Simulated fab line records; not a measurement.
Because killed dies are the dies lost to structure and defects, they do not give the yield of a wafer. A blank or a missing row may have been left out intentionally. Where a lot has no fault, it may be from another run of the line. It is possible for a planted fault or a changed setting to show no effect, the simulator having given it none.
Chamber matching ; flow n5 finfet ; N5_PASSIVATION_PECVD_01 on pecvd-03 has 3 sister chambers
The step deposits SiNx from SiH4/NH3/N2, target thk 200 nm, time 43.2 s. 6 wafers are shown with their chamber, then 10 later ones without.

WAFERS PAIRED WITH THEIR CHAMBERS
wafer;chamber;throttle valve pct (%);showerhead plenum p Torr (Torr)
L079.4;1;31.4;8.73
L086.1;0;28.8;8.70
L086.4;0;28.8;8.69
L086.5;2;26.8;8.68
L088.1;2;26.8;8.70
L088.2;1;31.3;8.74

WAFERS WITH NO CHAMBER GIVEN
wafer;throttle valve pct (%);showerhead plenum p Torr (Torr)
L088.3;28.7;8.72
L088.4;31.4;8.74
L088.5;28.5;8.71
L088.6;27.0;8.69
L092.1;28.9;8.71
L092.2;31.3;8.73
L092.3;27.0;8.70
L095.2;31.4;8.71
L095.3;26.9;8.68
L095.6;28.8;8.69

CHAMBER TAKEN BY EACH
wafer;from the rows above;in truth
L088.3;0;0
L088.4;1;1
L088.5;0;0
L088.6;2;2
L092.1;0;0
L092.2;1;1
L092.3;2;2
L095.2;1;1
L095.3;2;2
L095.6;0;0
Placed correctly: 10 of 10. Not placeable from these rows: 0. Wrongly placed: 0.
How it was worked out, from the rows above alone: a wafer's distance from a chamber is the root of the sum, over the readings, of the square of ((its reading less the chamber's mean) divided by the reading's scatter). If the next closest chamber is less than 2 further off than the closest, the wafer can't be placed; otherwise it belongs to the closest. A chamber's mean is the mean of its shown wafers. How the scatter is found: for the shown wafers, subtract from each reading the mean of its chamber, square and add these, divide the total by (wafers less chambers), then take the root.
